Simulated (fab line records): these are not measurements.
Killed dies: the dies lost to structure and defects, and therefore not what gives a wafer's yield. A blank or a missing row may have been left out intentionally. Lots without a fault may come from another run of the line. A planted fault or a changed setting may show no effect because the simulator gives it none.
The tool behind it: which one? / flow n5-finfet / 8 lots with 24 wafers sampled at 5 steps, on a route of 1938 steps

WHAT EACH GAUGE READ, for each wafer
N5_BEOL_M4_RC_MEAS_101. Usual: DIBL_N 36.0 mV/V, standard deviation 1.3; DIBL_P 36.2 mV/V, standard deviation 1.7; IOFF_N 0.155 nA/um, standard deviation 0.024; IOFF_P 0.21 nA/um, standard deviation 0.034; ION_N 674 uA/um, standard deviation 9; ION_P 463 uA/um, standard deviation 7.1; SS_N 71.4 mV/dec, standard deviation 0.5; SS_P 73.4 mV/dec, standard deviation 0.57; VT_N 250.0 mV, standard deviation 2.8; VT_P -251 mV, standard deviation 3.2.
lot=L923; measured=day 9 19:06; on=prober-01; DIBL_N (mV/V)=34.4 32.8 34.7; DIBL_P (mV/V)=34.2 32.1 34.6; IOFF_N (nA/um)=0.113 0.097 0.123; IOFF_P (nA/um)=0.17 0.14 0.18; ION_N (uA/um)=654 654 664; ION_P (uA/um)=457 454 460; SS_N (mV/dec)=70.8 70.5 71.1; SS_P (mV/dec)=72.5 72.9 73.6; VT_N (mV)=255.3 255.2 254.6; VT_P (mV)=-254 -256 -253; flag=
lot=L925; measured=day 11 09:54; on=prober-01; DIBL_N (mV/V)=35.8 35.7 37.3; DIBL_P (mV/V)=35.3 35.4 37.0; IOFF_N (nA/um)=0.143 0.144 0.171; IOFF_P (nA/um)=0.18 0.19 0.20; ION_N (uA/um)=675 675 680; ION_P (uA/um)=457 458 459; SS_N (mV/dec)=71.1 70.8 71.6; SS_P (mV/dec)=72.9 73.4 73.3; VT_N (mV)=250.7 251.6 249.7; VT_P (mV)=-252 -252 -251; flag=
lot=L926; measured=day 11 12:30; on=prober-02; DIBL_N (mV/V)=35.3 37.4 35.4; DIBL_P (mV/V)=33.8 36.0 33.4; IOFF_N (nA/um)=0.133 0.164 0.134; IOFF_P (nA/um)=0.19 0.22 0.19; ION_N (uA/um)=674 681 665; ION_P (uA/um)=466 467 463; SS_N (mV/dec)=71.6 71.4 71.7; SS_P (mV/dec)=72.8 73.2 73.0; VT_N (mV)=251.5 247.7 251.1; VT_P (mV)=-251 -250 -251; flag=
lot=L927; measured=day 11 18:32; on=prober-01; DIBL_N (mV/V)=36.0 36.1 35.8; DIBL_P (mV/V)=37.6 37.5 36.5; IOFF_N (nA/um)=0.164 0.170 0.153; IOFF_P (nA/um)=0.23 0.24 0.21; ION_N (uA/um)=681 684 684; ION_P (uA/um)=467 474 473; SS_N (mV/dec)=71.3 71.3 71.1; SS_P (mV/dec)=73.5 72.8 73.8; VT_N (mV)=247.5 249.1 250.3; VT_P (mV)=-249 -248 -250; flag=
lot=L929; measured=day 12 01:49; on=prober-02; DIBL_N (mV/V)=33.4 37.6 34.8; DIBL_P (mV/V)=33.2 38.7 34.7; IOFF_N (nA/um)=0.119 0.184 0.129; IOFF_P (nA/um)=0.16 0.24 0.19; ION_N (uA/um)=674 687 670; ION_P (uA/um)=468 469 466; SS_N (mV/dec)=70.7 71.9 71.7; SS_P (mV/dec)=72.5 74.5 72.3; VT_N (mV)=250.9 246.6 250.3; VT_P (mV)=-252 -245 -252; flag=
lot=L936; measured=day 14 03:13; on=prober-01; DIBL_N (mV/V)=35.1 36.7 36.6; DIBL_P (mV/V)=35.2 37.5 37.3; IOFF_N (nA/um)=0.152 0.187 0.185; IOFF_P (nA/um)=0.23 0.26 0.25; ION_N (uA/um)=678 689 678; ION_P (uA/um)=474 475 468; SS_N (mV/dec)=70.9 71.5 72.2; SS_P (mV/dec)=72.6 73.5 73.5; VT_N (mV)=250.0 246.1 245.4; VT_P (mV)=-247 -244 -246; flag=
lot=L946; measured=day 15 11:43; on=prober-01; DIBL_N (mV/V)=35.7 34.8 34.3; DIBL_P (mV/V)=34.9 34.3 34.5; IOFF_N (nA/um)=0.135 0.120 0.121; IOFF_P (nA/um)=0.20 0.19 0.19; ION_N (uA/um)=676 668 664; ION_P (uA/um)=464 464 464; SS_N (mV/dec)=70.9 71.0 70.4; SS_P (mV/dec)=73.0 72.4 72.5; VT_N (mV)=251.9 255.6 253.3; VT_P (mV)=-251 -249 -250; flag=
lot=L943; measured=day 16 09:26; on=prober-01; DIBL_N (mV/V)=34.5 36.4 35.0; DIBL_P (mV/V)=35.1 37.7 35.5; IOFF_N (nA/um)=0.136 0.172 0.146; IOFF_P (nA/um)=0.18 0.22 0.19; ION_N (uA/um)=669 680 671; ION_P (uA/um)=456 468 467; SS_N (mV/dec)=70.9 71.4 71.5; SS_P (mV/dec)=73.0 73.1 72.6; VT_N (mV)=251.0 246.8 249.7; VT_P (mV)=-253 -251 -251; flag=

EACH LOT AND THE TOOL THAT RAN IT (in order: tool; ch and the chambers of the sampled wafers; start)
lot=L923; N5_BEOL_M4_ETCH_64=rie-diel-04 ch 0,2, day 8 15:19; N5_BEOL_M4_DESCUM_33=rie-diel-05 ch 0,2,3, day 8 16:16; N5_BEOL_M4_ETCH_70=rie-diel-04 ch 1,2,3, day 9 14:26; N5_BEOL_M4_ALD_84=ald-metal-02 ch 0,1,3, day 9 15:08
lot=L925; N5_BEOL_M4_ETCH_64=rie-diel-05 ch 0,2, day 10 04:21; N5_BEOL_M4_DESCUM_33=rie-diel-04 ch 0,1,2, day 10 05:16; N5_BEOL_M4_ETCH_70=rie-diel-04 ch 1,2, day 11 05:37; N5_BEOL_M4_ALD_84=ald-metal-04 ch 2,3, day 11 06:26
lot=L926; N5_BEOL_M4_ETCH_64=rie-diel-05 ch 0,2, day 10 04:35; N5_BEOL_M4_DESCUM_33=rie-diel-04 ch 0,2,3, day 10 05:26; N5_BEOL_M4_ETCH_70=rie-diel-04 ch 2,3, day 11 08:22; N5_BEOL_M4_ALD_84=ald-metal-04 ch 1,2, day 11 09:08
lot=L927; N5_BEOL_M4_ETCH_64=rie-diel-02 ch 0,2,3, day 10 06:06; N5_BEOL_M4_DESCUM_33=rie-diel-05 ch 1,2,3, day 10 07:04; N5_BEOL_M4_ETCH_70=rie-diel-05 ch 0,1,3, day 11 14:23; N5_BEOL_M4_ALD_84=ald-metal-01 ch 0,2,3, day 11 15:11
lot=L929; N5_BEOL_M4_ETCH_64=rie-diel-05 ch 0,1,3, day 10 19:25; N5_BEOL_M4_DESCUM_33=rie-diel-04 ch 1,2, day 10 20:40; N5_BEOL_M4_ETCH_70=rie-diel-04 ch 1,2,3, day 11 21:02; N5_BEOL_M4_ALD_84=ald-metal-02 ch 0,1, day 11 22:09
lot=L936; N5_BEOL_M4_ETCH_64=rie-diel-05 ch 1,2, day 13 07:58; N5_BEOL_M4_DESCUM_33=rie-diel-05 ch 1,3, day 13 09:38; N5_BEOL_M4_ETCH_70=rie-diel-05 ch 1,3, day 13 20:59; N5_BEOL_M4_ALD_84=ald-metal-04 ch 1,2,3, day 13 22:02
lot=L946; N5_BEOL_M4_ETCH_64=rie-diel-02 ch 0,1,3, day 14 11:12; N5_BEOL_M4_DESCUM_33=rie-diel-05 ch 0,1, day 14 12:00; N5_BEOL_M4_ETCH_70=rie-diel-04 ch 0,1,2, day 15 07:01; N5_BEOL_M4_ALD_84=ald-metal-04 ch 2,3, day 15 08:00
lot=L943; N5_BEOL_M4_ETCH_64=rie-diel-04 ch 0,2,3, day 15 09:15; N5_BEOL_M4_DESCUM_33=rie-diel-04 ch 2,3, day 15 10:04; N5_BEOL_M4_ETCH_70=rie-diel-04 ch 0,1, day 16 02:47; N5_BEOL_M4_ALD_84=ald-metal-02 ch 0,2,3, day 16 04:04
- N5_BEOL_M4_ETCH_64: etches SOC in N2/H2, target depth 75 nm, overetch 22.5 nm, time 121.9 s.
- N5_BEOL_M4_DESCUM_33: chemistry O2, time 7 s.
- N5_BEOL_M4_ETCH_70: etches SOC in N2/H2, target depth 80 nm, overetch 24 nm, time 130 s.
- N5_BEOL_M4_ALD_84: deposits TaN, pulse time 2 s, purge time 3 s, co reactant purge time 2 s.

AS READ BY THE TOOLS THEMSELVES (means over the sampled wafers that have a number; for cases with no such wafer, the mark the record gives instead)
N5_BEOL_M4_ETCH_64. Usual: drypump-motor-current-A 5.8 A (standard deviation 0.41); oes-product-au 0.57 a.u. (standard deviation 0.06); rf-fwd-power-W 836.9 W (standard deviation 2.9); rf-vpp-V 524.1 V (standard deviation 1.6); showerhead-plenum-p-Torr 2.55 Torr (standard deviation 0.053); temp-c 40.00 C (standard deviation 0.11); throttle-valve-pct 17.78 % (standard deviation 0.2).
lot=L923; tool=rie-diel-04; drypump-motor-current-A (A)=6.1; oes-product-au (a.u.)=0.53; rf-fwd-power-W (W)=840.9; rf-vpp-V (V)=523.0; showerhead-plenum-p-Torr (Torr)=2.51; temp-c (C)=40.07; throttle-valve-pct (%)=17.78; flag=
lot=L925; tool=rie-diel-05; drypump-motor-current-A (A)=6.0; oes-product-au (a.u.)=0.55; rf-fwd-power-W (W)=837.7; rf-vpp-V (V)=523.8; showerhead-plenum-p-Torr (Torr)=2.53; temp-c (C)=39.96; throttle-valve-pct (%)=17.79; flag=
lot=L926; tool=rie-diel-05; drypump-motor-current-A (A)=6.0; oes-product-au (a.u.)=0.55; rf-fwd-power-W (W)=834.0; rf-vpp-V (V)=524.3; showerhead-plenum-p-Torr (Torr)=2.53; temp-c (C)=39.99; throttle-valve-pct (%)=17.78; flag=
lot=L927; tool=rie-diel-02; drypump-motor-current-A (A)=5.6; oes-product-au (a.u.)=0.57; rf-fwd-power-W (W)=837.1; rf-vpp-V (V)=525.4; showerhead-plenum-p-Torr (Torr)=2.57; temp-c (C)=39.98; throttle-valve-pct (%)=17.97; flag=
lot=L929; tool=rie-diel-05; drypump-motor-current-A (A)=6.0; oes-product-au (a.u.)=0.58; rf-fwd-power-W (W)=834.2; rf-vpp-V (V)=523.8; showerhead-plenum-p-Torr (Torr)=2.55; temp-c (C)=40.01; throttle-valve-pct (%)=17.70; flag=
lot=L936; tool=rie-diel-05; drypump-motor-current-A (A)=5.9; oes-product-au (a.u.)=0.56; rf-fwd-power-W (W)=838.2; rf-vpp-V (V)=522.1; showerhead-plenum-p-Torr (Torr)=2.49; temp-c (C)=39.98; throttle-valve-pct (%)=17.62; flag=
lot=L946; tool=rie-diel-02; drypump-motor-current-A (A)=5.9; oes-product-au (a.u.)=0.60; rf-fwd-power-W (W)=835.1; rf-vpp-V (V)=524.2; showerhead-plenum-p-Torr (Torr)=2.55; temp-c (C)=39.98; throttle-valve-pct (%)=17.84; flag=
lot=L943; tool=rie-diel-04; drypump-motor-current-A (A)=5.9; oes-product-au (a.u.)=0.62; rf-fwd-power-W (W)=836.4; rf-vpp-V (V)=523.6; showerhead-plenum-p-Torr (Torr)=2.53; temp-c (C)=40.06; throttle-valve-pct (%)=17.68; flag=

N5_BEOL_M4_DESCUM_33. Usual: drypump-motor-current-A 5.8 A, standard deviation 0.43; oes-product-au 0.74 a.u., standard deviation 0.072; rf-vpp-V 243.3 V, standard deviation 1.1; showerhead-plenum-p-Torr 2.09 Torr, standard deviation 0.04; temp-c 39.98 C, standard deviation 0.12; throttle-valve-pct 20.40 %, standard deviation 0.16.
lot=L923; tool=rie-diel-05; drypump-motor-current-A (A)=5.8; oes-product-au (a.u.)=0.74; rf-vpp-V (V)=243.0; showerhead-plenum-p-Torr (Torr)=2.12; temp-c (C)=39.87; throttle-valve-pct (%)=20.36; flag=
lot=L925; tool=rie-diel-04; drypump-motor-current-A (A)=5.8; oes-product-au (a.u.)=0.70; rf-vpp-V (V)=243.0; showerhead-plenum-p-Torr (Torr)=2.09; temp-c (C)=39.98; throttle-valve-pct (%)=20.38; flag=
lot=L926; tool=rie-diel-04; drypump-motor-current-A (A)=5.8; oes-product-au (a.u.)=0.68; rf-vpp-V (V)=243.2; showerhead-plenum-p-Torr (Torr)=2.09; temp-c (C)=39.89; throttle-valve-pct (%)=20.44; flag=
lot=L927; tool=rie-diel-05; drypump-motor-current-A (A)=5.8; oes-product-au (a.u.)=0.76; rf-vpp-V (V)=243.0; showerhead-plenum-p-Torr (Torr)=2.09; temp-c (C)=39.94; throttle-valve-pct (%)=20.27; flag=
lot=L929; tool=rie-diel-04; drypump-motor-current-A (A)=5.9; oes-product-au (a.u.)=0.71; rf-vpp-V (V)=243.4; showerhead-plenum-p-Torr (Torr)=2.10; temp-c (C)=39.98; throttle-valve-pct (%)=20.44; flag=
lot=L936; tool=rie-diel-05; drypump-motor-current-A (A)=5.8; oes-product-au (a.u.)=0.75; rf-vpp-V (V)=244.4; showerhead-plenum-p-Torr (Torr)=2.11; temp-c (C)=40.03; throttle-valve-pct (%)=20.32; flag=
lot=L946; tool=rie-diel-05; drypump-motor-current-A (A)=6.3; oes-product-au (a.u.)=0.77; rf-vpp-V (V)=243.2; showerhead-plenum-p-Torr (Torr)=2.05; temp-c (C)=40.05; throttle-valve-pct (%)=20.31; flag=
lot=L943; tool=rie-diel-04; drypump-motor-current-A (A)=5.7; oes-product-au (a.u.)=0.84; rf-vpp-V (V)=244.6; showerhead-plenum-p-Torr (Torr)=2.11; temp-c (C)=40.02; throttle-valve-pct (%)=20.34; flag=

N5_BEOL_M4_ETCH_70. Usual: drypump-motor-current-A 5.7 A (standard deviation 0.43); oes-product-au 0.57 a.u. (standard deviation 0.069); rf-fwd-power-W 835.5 W (standard deviation 2.6); rf-vpp-V 524.1 V (standard deviation 1.5); showerhead-plenum-p-Torr 2.55 Torr (standard deviation 0.048); temp-c 40.02 C (standard deviation 0.11); throttle-valve-pct 17.81 % (standard deviation 0.2).
lot=L923; tool=rie-diel-04; drypump-motor-current-A (A)=5.7; oes-product-au (a.u.)=0.52; rf-fwd-power-W (W)=833.7; rf-vpp-V (V)=524.6; showerhead-plenum-p-Torr (Torr)=2.58; temp-c (C)=40.01; throttle-valve-pct (%)=17.88; flag=
lot=L925; tool=rie-diel-04; drypump-motor-current-A (A)=5.6; oes-product-au (a.u.)=0.51; rf-fwd-power-W (W)=835.3; rf-vpp-V (V)=525.0; showerhead-plenum-p-Torr (Torr)=2.58; temp-c (C)=39.90; throttle-valve-pct (%)=17.82; flag=
lot=L926; tool=rie-diel-04; drypump-motor-current-A (A)=5.9; oes-product-au (a.u.)=0.52; rf-fwd-power-W (W)=1035.1; rf-vpp-V (V)=487.1; showerhead-plenum-p-Torr (Torr)=2.54; temp-c (C)=39.96; throttle-valve-pct (%)=17.89; flag=OFF
lot=L927; tool=rie-diel-05; drypump-motor-current-A (A)=6.0; oes-product-au (a.u.)=0.55; rf-fwd-power-W (W)=836.1; rf-vpp-V (V)=524.5; showerhead-plenum-p-Torr (Torr)=2.55; temp-c (C)=40.08; throttle-valve-pct (%)=17.70; flag=
lot=L929; tool=rie-diel-04; drypump-motor-current-A (A)=5.7; oes-product-au (a.u.)=0.50; rf-fwd-power-W (W)=1038.4; rf-vpp-V (V)=488.4; showerhead-plenum-p-Torr (Torr)=2.58; temp-c (C)=39.98; throttle-valve-pct (%)=17.90; flag=OFF
lot=L936; tool=rie-diel-05; drypump-motor-current-A (A)=5.8; oes-product-au (a.u.)=0.54; rf-fwd-power-W (W)=837.4; rf-vpp-V (V)=525.3; showerhead-plenum-p-Torr (Torr)=2.57; temp-c (C)=40.11; throttle-valve-pct (%)=17.71; flag=
lot=L946; tool=rie-diel-04; drypump-motor-current-A (A)=5.8; oes-product-au (a.u.)=0.61; rf-fwd-power-W (W)=838.4; rf-vpp-V (V)=524.0; showerhead-plenum-p-Torr (Torr)=2.53; temp-c (C)=40.01; throttle-valve-pct (%)=17.58; flag=
lot=L943; tool=rie-diel-04; drypump-motor-current-A (A)=5.8; oes-product-au (a.u.)=0.65; rf-fwd-power-W (W)=836.7; rf-vpp-V (V)=522.6; showerhead-plenum-p-Torr (Torr)=2.53; temp-c (C)=40.04; throttle-valve-pct (%)=17.47; flag=

N5_BEOL_M4_ALD_84. Usual: heater-power-w 435 W, standard deviation 42.
lot=L923; tool=ald-metal-02; heater-power-w (W)=445; flag=
lot=L925; tool=ald-metal-04; heater-power-w (W)=408; flag=
lot=L926; tool=ald-metal-04; heater-power-w (W)=387; flag=
lot=L927; tool=ald-metal-01; heater-power-w (W)=427; flag=
lot=L929; tool=ald-metal-02; heater-power-w (W)=443; flag=
lot=L936; tool=ald-metal-04; heater-power-w (W)=426; flag=
lot=L946; tool=ald-metal-04; heater-power-w (W)=449; flag=
lot=L943; tool=ald-metal-02; heater-power-w (W)=436; flag=

THE ANSWER, worked out from the rows above alone
Rule: a lot counts as off when the mean over its wafers that have a number is more than 3 standard deviations away from the usual mean. A lot without any number at a reading at which 4 lots or more have one is off too. All remaining lots with rows at the step are treated as sound. After the gauges, taken in route order, come the tools' own readings; for these a lot's mean is taken, as printed above. At the first step where some lot is off, the reading lying furthest off is the one used; lots without a number count as furthest.
Off, at N5_BEOL_M4_ETCH_70 on rf-fwd-power-W: L926, L929.
A tool fits if, at that step or a process step before it, it ran every lot that is off, and no sound lot after the first of them. No candidate that was tried fits.

WHAT THE SIMULATOR HAD INSERTED
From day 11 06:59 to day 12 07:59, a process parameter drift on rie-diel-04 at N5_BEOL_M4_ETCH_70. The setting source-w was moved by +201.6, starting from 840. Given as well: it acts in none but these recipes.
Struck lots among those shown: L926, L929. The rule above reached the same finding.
